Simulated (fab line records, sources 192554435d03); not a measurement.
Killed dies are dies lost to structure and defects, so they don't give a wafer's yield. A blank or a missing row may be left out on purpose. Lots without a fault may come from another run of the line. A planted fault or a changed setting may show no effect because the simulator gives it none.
Split-lot experiment | flow n5_finfet | 7 lots, 39 wafers read, on a route of 1938 steps

THE SPLIT
At N5_BEOL_M9_TRENCH_ETCH_37 (etches SiCOH lowk in C4F6/O2, target depth 151.43 nm, time 49 s), the setting target_depth_a was moved away from the recipe's 1514.3 angstrom on 15 of the 39 wafers read, by -27.4% to +45.1%. The other wafers ran this setting at the recipe's value.

FROM THE SPLIT TO THE READING: what the file shows between them, 8 steps
- N5_BEOL_M9_ETCH_41: etches SiCN in CH3F/O2, target depth 36.6 nm, time 70.1 s
- N5_BEOL_M9_STRIP_80: strips in N2/H2, time 10 s
- N5_BEOL_M9_OCD_MEAS_38
- N5_BEOL_M9_HM_STRIP_39: strips TiN in peroxide tin strip, target depth 25 nm, time 158 s
- N5_BEOL_M9_SRD_40: time 30 s
- N5_BEOL_M9_ECD_50: material Cu, target thk 318 nm
- N5_BEOL_M9_ANNEAL_51: time 90 s
- N5_BEOL_M9_CMP_52: polishes, stops on SiCOH lowk, t overpolish 7 s, target thk 140 nm

THE READING
M9_THK, in nm, at N5_BEOL_M9_THK_MEAS_53 (measures by xrf). Fault-free wafers of this fab line usually give 140 nm, standard deviation 3 nm.

wafer  | tool, chamber at the split | target_depth_a as run, angstrom | against the recipe | M9_THK, nm | against lot-mates on the recipe
L076.1 | rie_diel-05, 2             | 1514.3                          | recipe             | 140        | -
L076.2 | rie_diel-05, 1             | 1870                            | +23.5%             | 176        | +37
L076.3 | rie_diel-05, 3             | 1870                            | +23.5%             | 180        | +41
L076.4 | rie_diel-05, 0             | 1514.3                          | recipe             | 139        | -
L076.5 | rie_diel-05, 2             | 1514.3                          | recipe             | 138        | -
L076.6 | rie_diel-05, 1             | 1870                            | +23.5%             | 177        | +38
L082.1 | rie_diel-04, 2             | 1514.3                          | recipe             | 139        | -
L082.2 | rie_diel-04, 1             | 1514.3                          | recipe             | 140        | -
L082.3 | rie_diel-04, 0             | 1514.3                          | recipe             | 141        | -
L082.4 | rie_diel-04, 2             | 1514.3                          | recipe             | 139        | -
L082.5 | rie_diel-04, 0             | 1514.3                          | recipe             | 141        | -
L082.6 | rie_diel-04, 1             | 1514.3                          | recipe             | 139        | -
L086.1 | rie_diel-04, 0             | 1099                            | -27.4%             | 97         | -39
L086.2 | rie_diel-04, 1             | 1514.3                          | recipe             | 137        | -
L086.3 | rie_diel-04, 3             | 1099                            | -27.4%             | 94         | -42
L086.4 | rie_diel-04, 2             | 1099                            | -27.4%             | 96         | -40
L086.5 | rie_diel-04, 2             | 1514.3                          | recipe             | 134        | -
L086.6 | rie_diel-04, 1             | 1514.3                          | recipe             | 136        | -
L088.1 | rie_diel-05, 0             | 1829                            | +20.8%             | 169        | +32
L088.2 | rie_diel-05, 3             | 1514.3                          | recipe             | 143        | -
L088.3 | rie_diel-05, 2             | 1829                            | +20.8%             | 166        | +29
L088.4 | rie_diel-05, 1             | 1514.3                          | recipe             | 134        | -
L088.5 | rie_diel-05, 2             | 1514.3                          | recipe             | 135        | -
L088.6 | rie_diel-05, 3             | 1829                            | +20.8%             | 171        | +34
L089.1 | rie_diel-03, 3             | 2197                            | +45.1%             | 209        | +67
L089.2 | rie_diel-03, 1             | 1514.3                          | recipe             | 143        | -
L089.3 | rie_diel-03, 2             | 2197                            | +45.1%             | 209        | +67
L089.4 | rie_diel-03, 0             | 1514.3                          | recipe             | 140        | -
L089.5 | rie_diel-03, 0             | 2197                            | +45.1%             | 209        | +67
L089.6 | rie_diel-03, 3             | 1514.3                          | recipe             | 142        | -
L091.1 | rie_diel-05, 0             | 1514.3                          | recipe             | 137        | -
L091.2 | rie_diel-05, 2             | 1925                            | +27.1%             | 177        | +38
L091.3 | rie_diel-05, 1             | 1514.3                          | recipe             | 137        | -
L091.4 | rie_diel-05, 3             | 1925                            | +27.1%             | 184        | +45
L091.5 | rie_diel-05, 0             | 1925                            | +27.1%             | 178        | +39
L091.6 | rie_diel-05, 3             | 1514.3                          | recipe             | 143        | -
L095.4 | rie_diel-04, 3             | 1514.3                          | recipe             | 138        | -
L095.5 | rie_diel-04, 1             | 1514.3                          | recipe             | 138        | -
L095.6 | rie_diel-04, 0             | 1514.3                          | recipe             | 142        | -

THE FIT
A straight line over all 39 wafers: M9_THK changes by +1.55 nm for each +1% of target_depth_a; r = +1.00; the points scatter about the line by 2.7 nm.
The same after taking each lot's own level away (the mean of its wafers on the recipe; 39 wafers): +1.5 nm for each +1%; r = +1.00; scatter 2.3 nm.
On that fit, the largest move of target_depth_a shifts the reading by 68 nm.
The lots' own levels span 135.7 to 141.7 nm, that is 2.0 times the standard deviation above.
So the lot-to-lot level changes the slope little: the two slopes agree.
Check: with one of the wafers moved furthest among these (+45.1%) left out of the fit, the line predicts +68.2 nm for it against its lot-mates. It came out at +67.3 nm against them.

THE WHOLE CHAIN: every reading that the file lists as answering this split, in the file's order
step                      | what it does                                                       | reading                                                                          | change (the file's fit)                                                              | r (the file's)
N5_BEOL_M9_TRENCH_ETCH_37 | etches SiCOH lowk in C4F6/O2, target depth 151.43 nm, time 49 s    | etch.depth_nm (the simulator's own value, which no gauge read)                   | +1.5 nm for each +1% of the setting                                                  | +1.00
N5_BEOL_M9_TRENCH_ETCH_37 | etches SiCOH lowk in C4F6/O2, target depth 151.43 nm, time 49 s    | BEOL_M9.feature_depth_nm (the simulator's own value, which no gauge read)        | +1.5 nm for each +1% of the setting                                                  | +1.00
N5_BEOL_M9_TRENCH_ETCH_37 | etches SiCOH lowk in C4F6/O2, target depth 151.43 nm, time 49 s    | TiN_of_BEOL_M9_HM_DEP_02.thk_nm (the simulator's own value, which no gauge read) | -0.0436 nm for each +1% of the setting                                               | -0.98
N5_BEOL_M9_OCD_MEAS_38    |                                                                    | trench_depth_nm                                                                  | +1.5 nm for each +1% of the setting                                                  | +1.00
N5_BEOL_M9_CMP_52         | polishes, stops on SiCOH lowk, t overpolish 7 s, target thk 140 nm | Cu_of_BEOL_M9_ECD_50.thk_nm (the simulator's own value, which no gauge read)     | +1.5 nm for each +1% of the setting                                                  | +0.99
N5_BEOL_M9_THK_MEAS_53    | measures by xrf                                                    | M9_THK                                                                           | +1.51 for each +1% of the setting                                                    | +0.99
N5_BEOL_M9_RS_MEAS_57     | measures by four-point-probe                                       | M9_RS                                                                            | not straight: 0.232 at the lowest setting, 0.153 at the recipe, 0.098 at the highest | not given

THE FILE'S OWN FIT
M9_THK changes by +1.51 nm for each +1% of target_depth_a, r = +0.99.
